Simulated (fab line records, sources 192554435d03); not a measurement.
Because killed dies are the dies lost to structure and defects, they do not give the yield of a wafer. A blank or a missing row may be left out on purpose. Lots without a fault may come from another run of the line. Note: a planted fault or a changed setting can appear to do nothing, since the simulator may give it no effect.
Matching of chambers | flow n5Finfet | aldSin-01 running N5_GATE_CUT_SAC_CAP_01: 4 sister chambers
The step material SiNx, target thk 24 nm, pulse time 1 s, ald cycles 480. 8 wafers are shown with their chamber, then 12 later ones without.

WAFERS WITH THEIR CHAMBER
wafer  | chamber | heaterPowerW (W) | precursorPulseHeightRel
L086.4 | 2       | 984              | 1.035
L087.2 | 3       | 824              | 0.981
L087.3 | 2       | 991              | 1.021
L087.5 | 1       | 797              | 0.975
L087.6 | 0       | 949              | 1.010
L091.1 | 3       | 831              | 0.976
L091.2 | 1       | 785              | 0.989
L091.3 | 0       | 904              | 0.987

WAFERS WITHOUT THEIR CHAMBER
wafer  | heaterPowerW (W) | precursorPulseHeightRel
L091.4 | 1030             | 0.978
L091.5 | 778              | 1.034
L091.6 | 999              | 0.976
L095.1 | 766              | 0.965
L095.3 | 840              | 1.009
L095.5 | 783              | 1.011
L096.1 | 786              | 1.005
L096.2 | 919              | 1.013
L096.3 | 996              | 0.972
L097.2 | 788              | 1.006
L097.4 | 912              | 1.000
L097.6 | 833              | 1.040

WHICH CHAMBER EACH WENT THROUGH
wafer  | from the rows above          | in truth
L091.4 | can't be placed: 2 or 0      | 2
L091.5 | can't be placed: 1 or 3      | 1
L091.6 | can't be placed: 0 or 2      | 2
L095.1 | can't be placed: 1 or 3      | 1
L095.3 | can't be placed: 3 or 1      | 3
L095.5 | can't be placed: 1 or 3      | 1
L096.1 | can't be placed: 1 or 3      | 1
L096.2 | 0                            | 0
L096.3 | can't be placed: 0 or 2      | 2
L097.2 | can't be placed: 1 or 3      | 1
L097.4 | 0                            | 0
L097.6 | can't be placed: 3 or 1 or 0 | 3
2 of 12 placed correctly. These rows do not allow placing 10 (true chamber among the candidates in 10). Placed wrongly: 0.
How it was worked out, from the rows above alone: a wafer's distance from a chamber is the root of the sum, over the readings, of the square of ((its reading less the chamber's mean) divided by the reading's scatter). The wafer belongs to the nearest chamber; if the next one is less than 2 further off, it can't be placed. Each chamber's mean is taken over the wafers shown for it. The scatter: take each reading less its chamber's mean, square it, sum over the shown wafers, divide by the number of wafers less the number of chambers, and take the root.
